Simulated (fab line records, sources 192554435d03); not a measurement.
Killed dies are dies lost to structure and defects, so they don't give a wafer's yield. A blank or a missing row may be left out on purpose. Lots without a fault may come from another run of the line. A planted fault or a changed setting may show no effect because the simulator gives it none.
Chamber matching | flow n5_finfet | N5_DUMMY_GATE_STRIP_41 on rie_diel-06: 4 sister chambers
The step strips in O2. 4 wafers are shown with their chamber, then 8 later ones without.

WAFERS WITH THEIR CHAMBER
wafer  | chamber | showerhead_plenum_p_Torr (Torr)
L079.5 | 0       | 2.00
L082.2 | 3       | 2.19
L082.6 | 2       | 2.07
L085.2 | 1       | 2.22

WAFERS WITHOUT THEIR CHAMBER
wafer  | showerhead_plenum_p_Torr (Torr)
L085.3 | 2.19
L085.6 | 2.22
L090.1 | 2.06
L090.3 | 2.21
L090.5 | 2.06
L097.1 | 1.99
L097.4 | 2.06
L097.5 | 2.21

WHICH CHAMBER EACH WENT THROUGH
wafer  | from the rows above     | in truth
L085.3 | 3                       | 3
L085.6 | 1                       | 1
L090.1 | 2                       | 2
L090.3 | can't be placed: 1 or 3 | 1
L090.5 | 2                       | 2
L097.1 | 0                       | 0
L097.4 | 2                       | 2
L097.5 | can't be placed: 1 or 3 | 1
Placed correctly: 6 of 8. Can't be placed from these rows: 2 (the true chamber is among the candidates in 2). Placed wrongly: 0.
How it was worked out, from the rows above alone: a wafer's distance from a chamber is the root of the sum, over the readings, of the square of ((its reading less the chamber's mean) divided by the reading's scatter). The wafer belongs to the nearest chamber; if the next one is less than 2 further off, it can't be placed. A chamber's mean is the mean of its shown wafers. The scatter: with one shown wafer a chamber, the root of the mean of the squares of how far each hidden wafer lies from its nearest shown one.
